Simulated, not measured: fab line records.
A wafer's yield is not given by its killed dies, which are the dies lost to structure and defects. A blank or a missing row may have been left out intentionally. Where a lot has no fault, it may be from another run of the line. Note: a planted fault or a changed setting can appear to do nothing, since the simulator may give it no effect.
The tool behind it: which one? ; flow n5 finfet ; 10 lots, 30 wafers sampled, at 4 steps of a route of 1938

WHAT THE GAUGES SHOWED, per wafer
N5_BEOL_M13_CD_MEAS_28 targets a cd of 209.5 nm.
lot;measured;on;cd nm (nm)
L342;day 11 19:14;cd sem-03;211.3 210.2 210.6
L343;day 11 20:31;cd sem-03;211.2 209.7 210.8
L345;day 12 21:19;cd sem-01;210.0 209.9 210.1
L348;day 13 15:41;cd sem-01;210.5 208.2 209.6
L351;day 13 22:00;cd sem-01;212.0 210.6 213.2
L352;day 14 04:05;cd sem-01;209.0 210.2 209.5
L354;day 14 20:56;cd sem-02;211.8 212.6 211.1
L357;day 15 11:58;cd sem-02;210.4 210.9 209.9
L359;day 16 03:36;cd sem-01;210.3 212.2 210.8
L361;day 16 06:25;cd sem-02;212.5 211.0 210.2

N5_BEOL_M13_OVL_MEAS_29.
lot;measured;on;M13_OVL (nm)
L342;day 11 19:16;overlay-01;-2 -2 4
L343;day 11 20:33;overlay-01;10 2 7
L345;day 12 21:21;overlay-01;3 0 2
L348;day 13 15:43;overlay-02;5 1 -5
L351;day 13 22:02;overlay-01;5 -1 8
L352;day 14 04:07;overlay-02;3 0 4
L354;day 14 20:58;overlay-02;-5 4 1
L357;day 15 12:01;overlay-01;-3 3 4
L359;day 16 03:38;overlay-01;4 5 13
L361;day 16 06:27;overlay-01;2 -5 8

N5_BEOL_M13_INSPECT_30: inspects for defects (macro).
lot;measured;on;raw defect count
L342;day 11 19:17;defect inspect-01;1 1 2
L343;day 11 20:34;defect inspect-02;1 2 0
L345;day 12 21:23;defect inspect-01;0 2 3
L348;day 13 15:44;defect inspect-01;4 0 1
L351;day 13 22:03;defect inspect-01;1 2 2
L352;day 14 04:08;defect inspect-02;2 0 1
L354;day 14 20:59;defect inspect-02;2 3 1
L357;day 15 12:02;defect inspect-02;4 2 1
L359;day 16 03:40;defect inspect-02;1 2 7
L361;day 16 06:28;defect inspect-02;5 22 1

TOOL THAT RAN EACH LOT (tool first, then ch and the chambers of the sampled wafers, then the start)
lot;N5_BEOL_M13_VIA_ETCH_16
L342;rie diel-03 ch 1,2, day 11 18:27
L343;rie diel-03 ch 1,3, day 11 19:37
L345;rie diel-03 ch 2,3, day 12 20:33
L348;rie diel-03 ch 0,3, day 13 14:55
L351;rie diel-05 ch 0,1, day 13 21:06
L352;rie diel-03 ch 0,1,2, day 14 03:11
L354;rie diel-03 ch 1,2,3, day 14 20:10
L357;rie diel-03 ch 0,1,2, day 15 11:13
L359;rie diel-06 ch 0,3, day 16 02:42
L361;rie diel-03 ch 0,1,2, day 16 05:39
- N5_BEOL_M13_VIA_ETCH_16: etches SiOC in C4F8/O2/Ar, target depth 921.7 nm.

WHAT THE TOOLS THEMSELVES READ (means of the sampled wafers that have a number; where no wafer has one, the mark that the record gives instead)
N5_BEOL_M13_VIA_ETCH_16.
lot;tool;C4F8_flow_sccm (sccm);drypump motor current A (A);oes product au (a.u.);rf vpp V (V);showerhead plenum p Torr (Torr);throttle valve pct (%)
L342;rie diel-03;14.99;5.9;0.70;662;3.30;23.94
L343;rie diel-03;15.00;5.3;0.75;665;3.42;24.10
L345;rie diel-03;14.98;5.5;0.69;667;3.47;24.14
L348;rie diel-03;15.04;5.4;0.67;666;3.44;24.03
L351;rie diel-05;14.98;5.9;0.67;663;3.35;24.21
L352;rie diel-03;14.99;5.7;0.68;663;3.32;23.97
L354;rie diel-03;15.01;5.5;0.69;664;3.38;24.09
L357;rie diel-03;14.97;5.7;0.68;664;3.32;23.98
L359;rie diel-06;14.98;5.8;0.64;669;3.51;24.05
L361;rie diel-03;14.99;5.7;0.67;662;3.31;23.98

THE ANSWER, worked out from the rows above alone
Rule: the lots themselves supply what counts as usual. Put in order of their means at a reading, lots are off if they are a third of the lots or fewer, leave a main group of 4 or more, and stand apart from it by a gap of 3 or more times the standard deviation of the main group's means; of several such gaps the widest counts. If all means in a main group match to the digits the tables above print for the reading, that group is not used. Also off: a lot with no number at a reading for which 4 or more lots have one. All remaining lots with rows at the step are treated as sound. The gauges are gone through in route order, then the tools' own readings, and for those a lot's mean is taken as printed above. The first step at which some lot is off is used, and at that step the reading that is off furthest; a lot without a number counts as furthest.
Off, at N5_BEOL_M13_INSPECT_30 on raw defect count: L361. Main group: mean 1.8, sd 0.68.
A tool fits if, at a process step before that reading, it ran every lot that is off, and no sound lot after the first of them. Those tools and the gauges at N5_BEOL_M13_INSPECT_30 are tried in the same way. Can't be told from this: 2 tools fit, rie diel-03 at N5_BEOL_M13_VIA_ETCH_16, defect inspect-02 at N5_BEOL_M13_INSPECT_30.

WHAT THE SIMULATOR PUT IN
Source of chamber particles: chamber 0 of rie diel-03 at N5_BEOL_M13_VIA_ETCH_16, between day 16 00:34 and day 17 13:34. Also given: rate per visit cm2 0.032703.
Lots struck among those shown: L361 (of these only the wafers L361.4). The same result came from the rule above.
